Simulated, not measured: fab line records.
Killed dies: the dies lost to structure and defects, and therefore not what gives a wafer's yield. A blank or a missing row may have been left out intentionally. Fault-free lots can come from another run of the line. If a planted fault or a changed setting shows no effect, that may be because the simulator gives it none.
Matching of chambers | flow nand_harc | 3 sister chambers for NHARC_P_M0_DEP_32 on pecvd-03
The step deposits SiCN, target thk 30 nm. 14 wafers are shown with their chamber, then 7 later ones without.

## WAFERS PAIRED WITH THEIR CHAMBERS
wafer  | chamber | heater_power_w (W)
L076.3 | 0       | 536
L076.4 | 1       | 548
L076.5 | 2       | 461
L078.2 | 0       | 665
L078.5 | 0       | 667
L078.6 | 1       | 588
L079.4 | 2       | 532
L079.5 | 0       | 647
L079.6 | 1       | 471
L082.2 | 1       | 568
L082.5 | 0       | 655
L082.6 | 2       | 481
L084.4 | 1       | 555
L084.5 | 2       | 489

SIGNATURES (averages over the wafers above)
reading        | chamber 0 | chamber 1 | chamber 2 | scatter within a chamber
heater_power_w | 634.00    | 546.00    | 490.75    | 45.6
Rule: for a wafer and a chamber, the distance is found by dividing, reading by reading, the gap between the wafer's reading and the chamber's mean by the reading's scatter, squaring, summing and taking the root. If the next closest chamber is less than 2 further off than the closest, the wafer can't be placed; otherwise it belongs to the closest. The scatter: the root of (the sum of the squares of (reading less its chamber's mean) over the shown wafers, divided by (wafers less chambers)).

## WAFERS WITHOUT THEIR CHAMBER
wafer  | heater_power_w (W)
L084.6 | 654
L090.3 | 574
L090.5 | 574
L090.6 | 440
L095.2 | 452
L095.4 | 558
L095.5 | 444

## WHICH CHAMBER EACH WENT THROUGH
wafer  | from the rows above          | in truth
L084.6 | can't be placed: 0 or 1      | 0
L090.3 | can't be placed: 1 or 0 or 2 | 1
L090.5 | can't be placed: 1 or 0 or 2 | 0
L090.6 | can't be placed: 2 or 1      | 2
L095.2 | can't be placed: 2 or 1      | 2
L095.4 | can't be placed: 1 or 2 or 0 | 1
L095.5 | can't be placed: 2 or 1      | 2
Correctly placed: 0 of 7. These rows do not allow placing 7 (true chamber among the candidates in 7). Placed wrongly: 0.
